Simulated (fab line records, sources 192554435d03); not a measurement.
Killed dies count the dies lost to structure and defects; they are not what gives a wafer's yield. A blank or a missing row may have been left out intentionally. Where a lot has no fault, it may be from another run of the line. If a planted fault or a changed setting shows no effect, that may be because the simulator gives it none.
Lot-split experiment | flow n5_finfet | 21 wafers read from 7 lots, route of 1938 steps

## ON THE SPLIT
At N5_BEOL_M2_DEP_57 (deposits SiCN from 3MS/NH3, target thk 8 nm, time 14 s), the setting time_s was moved away from the recipe's 14 s on 10 of the 21 wafers read, by -11.6% to +14.9%. All remaining wafers had this setting at the recipe value.

Reading taken at the split's own step.

## THE READING
SiCN_of_BEOL_M2_DEP_57.thk_nm (the simulator's own value, which no gauge read), in nm, at N5_BEOL_M2_DEP_57 (deposits SiCN from 3MS/NH3, target thk 8 nm, time 14 s). No usual value for it is given in the file. The 11 wafers here that ran the recipe average 8.0 nm, standard deviation 0.18 nm.

wafer  | tool, chamber at the split | time_s as run, s | against the recipe | SiCN_of_BEOL_M2_DEP_57.thk_nm, nm | against lot-mates on the recipe
L082.2 | pecvd-01, 2                | 16.09            | +14.9%             | 9.2                               | +1.0
L082.3 | pecvd-01, 1                | 16.09            | +14.9%             | 9                                 | +0.8
L082.5 | pecvd-01, 0                | 14               | recipe             | 8.2                               | -
L083.4 | pecvd-04, 0                | 14               | recipe             | 8                                 | -
L083.5 | pecvd-04, 1,2              | 12.94            | -7.6%              | 7.4                               | -0.6
L083.6 | pecvd-04, 1,2              | 12.94            | -7.6%              | 7.4                               | -0.6
L084.2 | pecvd-01, 0                | 12.37            | -11.6%             | 6.8                               | -1.4
L084.4 | pecvd-01, 0                | 14               | recipe             | 8.2                               | -
L084.5 | pecvd-01, 2                | 12.37            | -11.6%             | 7.2                               | -1.0
L085.2 | pecvd-01, 0                | 14               | recipe             | 7.8                               | -
L085.3 | pecvd-01, 1                | 14               | recipe             | 7.6                               | -
L085.5 | pecvd-01, 2                | 15.36            | +9.7%              | 8.6                               | +0.9
L088.1 | pecvd-02, 2                | 14               | recipe             | 8                                 | -
L088.2 | pecvd-02, 1                | 14               | recipe             | 7.8                               | -
L088.5 | pecvd-02, 1                | 14               | recipe             | 8.2                               | -
L093.1 | pecvd-02, 0                | 13.11            | -6.4%              | 7.4                               | -0.6
L093.4 | pecvd-02, 0                | 13.11            | -6.4%              | 7.4                               | -0.6
L093.3 | pecvd-02, 2                | 14               | recipe             | 8                                 | -
L096.1 | pecvd-02, 2,1              | 14               | recipe             | 8                                 | -
L096.4 | pecvd-02, 2,1              | 14               | recipe             | 8                                 | -
L096.3 | pecvd-02, 1                | 13.41            | -4.2%              | 7.4                               | -0.6
When a row names more than one chamber, that row covers several wafers, and the file does not tell which wafer ran in which chamber.

FIT RESULTS
A straight line over all 21 wafers: SiCN_of_BEOL_M2_DEP_57.thk_nm changes by +0.0784 nm for each +1% of time_s; r = +0.96; the points scatter about the line by 0.17 nm.
The same after taking each lot's own level away (the mean of its wafers on the recipe; 21 wafers): +0.0798 nm for each +1%; r = +0.96; scatter 0.17 nm.
According to that fit, moving time_s by its largest amount changes the reading by 1.2 nm.
Measured against the standard deviation above, the lots' own levels, which go from 7.70 to 8.20 nm, span 2.8 times it.
Consequently the slope shifts little with the lot-to-lot level, the two slopes agreeing.
Check: with one of the wafers moved furthest among these (+14.9%) left out of the fit, the line predicts +1.17 nm for it against its lot-mates. It came out at +1 nm against them.

## THE OTHER SPLITS THESE WAFERS WENT THROUGH
These wafers also went through other splits before the reading. Each is held against what the fit with the lots' levels taken away leaves over:
other split on the same wafers               | wafers away from the commonest value | r with SiCN_of_BEOL_M2_DEP_57.thk_nm (lot level and that fit taken away)
N5_MOL_CONTACT_COAG_CONTACT_ETCH_14 source_w | 4                                    | -0.13
N5_MOL_CONTACT_COAG_VIA_ETCH_117 bias_w      | 5                                    | +0.42
N5_BEOL_M2_ILD_DEP_00 time_s                 | 9                                    | -0.43

## THE FILE'S OWN FIT
SiCN_of_BEOL_M2_DEP_57.thk_nm changes by +0.0828 nm for each +1% of time_s, r = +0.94.
